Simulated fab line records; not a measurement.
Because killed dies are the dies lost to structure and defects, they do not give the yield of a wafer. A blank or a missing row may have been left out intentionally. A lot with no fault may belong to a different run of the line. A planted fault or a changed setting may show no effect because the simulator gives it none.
Chamber matching || flow n5-finfet || N5_BEOL_M11_ETCH_61 on rie-diel-02: 4 sister chambers
The step etches SiARC in CF4, target depth 39 nm, time 65 s. 14 wafers are shown with their chamber, then 7 later ones without.

WAFERS, EACH WITH ITS CHAMBER
{"wafer": "L076.2", "chamber": 0, "drypump-motor-current-A (A)": 4.8, "showerhead-plenum-p-Torr (Torr)": 2.25, "throttle-valve-pct (%)": 15.63}
{"wafer": "L076.4", "chamber": 1, "drypump-motor-current-A (A)": 6.4, "showerhead-plenum-p-Torr (Torr)": 2.24, "throttle-valve-pct (%)": 15.59}
{"wafer": "L076.6", "chamber": 3, "drypump-motor-current-A (A)": 5.7, "showerhead-plenum-p-Torr (Torr)": 2.07, "throttle-valve-pct (%)": 15.90}
{"wafer": "L089.1", "chamber": 0, "drypump-motor-current-A (A)": 4.8, "showerhead-plenum-p-Torr (Torr)": 2.24, "throttle-valve-pct (%)": 15.69}
{"wafer": "L089.2", "chamber": 2, "drypump-motor-current-A (A)": 5.0, "showerhead-plenum-p-Torr (Torr)": 2.18, "throttle-valve-pct (%)": 15.33}
{"wafer": "L089.4", "chamber": 1, "drypump-motor-current-A (A)": 6.4, "showerhead-plenum-p-Torr (Torr)": 2.23, "throttle-valve-pct (%)": 15.64}
{"wafer": "L091.3", "chamber": 1, "drypump-motor-current-A (A)": 6.4, "showerhead-plenum-p-Torr (Torr)": 2.23, "throttle-valve-pct (%)": 15.64}
{"wafer": "L091.4", "chamber": 3, "drypump-motor-current-A (A)": 5.7, "showerhead-plenum-p-Torr (Torr)": 2.06, "throttle-valve-pct (%)": 15.96}
{"wafer": "L091.5", "chamber": 1, "drypump-motor-current-A (A)": 6.4, "showerhead-plenum-p-Torr (Torr)": 2.23, "throttle-valve-pct (%)": 15.63}
{"wafer": "L092.1", "chamber": 3, "drypump-motor-current-A (A)": 5.7, "showerhead-plenum-p-Torr (Torr)": 2.06, "throttle-valve-pct (%)": 15.96}
{"wafer": "L092.2", "chamber": 0, "drypump-motor-current-A (A)": 4.8, "showerhead-plenum-p-Torr (Torr)": 2.24, "throttle-valve-pct (%)": 15.68}
{"wafer": "L092.3", "chamber": 1, "drypump-motor-current-A (A)": 6.4, "showerhead-plenum-p-Torr (Torr)": 2.23, "throttle-valve-pct (%)": 15.65}
{"wafer": "L092.4", "chamber": 2, "drypump-motor-current-A (A)": 5.0, "showerhead-plenum-p-Torr (Torr)": 2.18, "throttle-valve-pct (%)": 15.32}
{"wafer": "L092.5", "chamber": 2, "drypump-motor-current-A (A)": 5.1, "showerhead-plenum-p-Torr (Torr)": 2.18, "throttle-valve-pct (%)": 15.32}

SIGNATURES, as means of the wafers listed above
{"reading": "drypump-motor-current-A", "chamber 0": 4.800, "chamber 1": 6.400, "chamber 2": 5.033, "chamber 3": 5.700, "scatter within a chamber": 0.0258}
{"reading": "showerhead-plenum-p-Torr", "chamber 0": 2.2433, "chamber 1": 2.2320, "chamber 2": 2.1800, "chamber 3": 2.0633, "scatter within a chamber": 0.00462}
{"reading": "throttle-valve-pct", "chamber 0": 15.6667, "chamber 1": 15.6300, "chamber 2": 15.3233, "chamber 3": 15.9400, "scatter within a chamber": 0.0259}
Rule: a wafer lies at a distance from a chamber equal to the root of the sum of squares, over the readings, of (its reading less the chamber's mean, divided by the reading's scatter). If the next closest chamber is less than 2 further off than the closest, the wafer can't be placed; otherwise it belongs to the closest. The scatter is the square root of a quotient: the sum, over the shown wafers, of each reading's squared deviation from its chamber's mean, divided by wafers minus chambers.

WAFERS WITH NO CHAMBER GIVEN
{"wafer": "L092.6", "drypump-motor-current-A (A)": 6.4, "showerhead-plenum-p-Torr (Torr)": 2.23, "throttle-valve-pct (%)": 15.63}
{"wafer": "L094.2", "drypump-motor-current-A (A)": 5.0, "showerhead-plenum-p-Torr (Torr)": 2.18, "throttle-valve-pct (%)": 15.31}
{"wafer": "L094.3", "drypump-motor-current-A (A)": 4.8, "showerhead-plenum-p-Torr (Torr)": 2.24, "throttle-valve-pct (%)": 15.70}
{"wafer": "L094.4", "drypump-motor-current-A (A)": 6.4, "showerhead-plenum-p-Torr (Torr)": 2.23, "throttle-valve-pct (%)": 15.65}
{"wafer": "L095.1", "drypump-motor-current-A (A)": 6.4, "showerhead-plenum-p-Torr (Torr)": 2.23, "throttle-valve-pct (%)": 15.64}
{"wafer": "L095.2", "drypump-motor-current-A (A)": 5.0, "showerhead-plenum-p-Torr (Torr)": 2.18, "throttle-valve-pct (%)": 15.35}
{"wafer": "L095.6", "drypump-motor-current-A (A)": 5.7, "showerhead-plenum-p-Torr (Torr)": 2.06, "throttle-valve-pct (%)": 15.98}

CHAMBER TAKEN BY EACH
{"wafer": "L092.6", "from the rows above": 1, "in truth": 1}
{"wafer": "L094.2", "from the rows above": 2, "in truth": 2}
{"wafer": "L094.3", "from the rows above": 0, "in truth": 0}
{"wafer": "L094.4", "from the rows above": 1, "in truth": 1}
{"wafer": "L095.1", "from the rows above": 1, "in truth": 1}
{"wafer": "L095.2", "from the rows above": 2, "in truth": 2}
{"wafer": "L095.6", "from the rows above": 3, "in truth": 3}
Correct placement for 7 of the 7. From these rows, 0 cannot be placed. 0 placed wrongly.
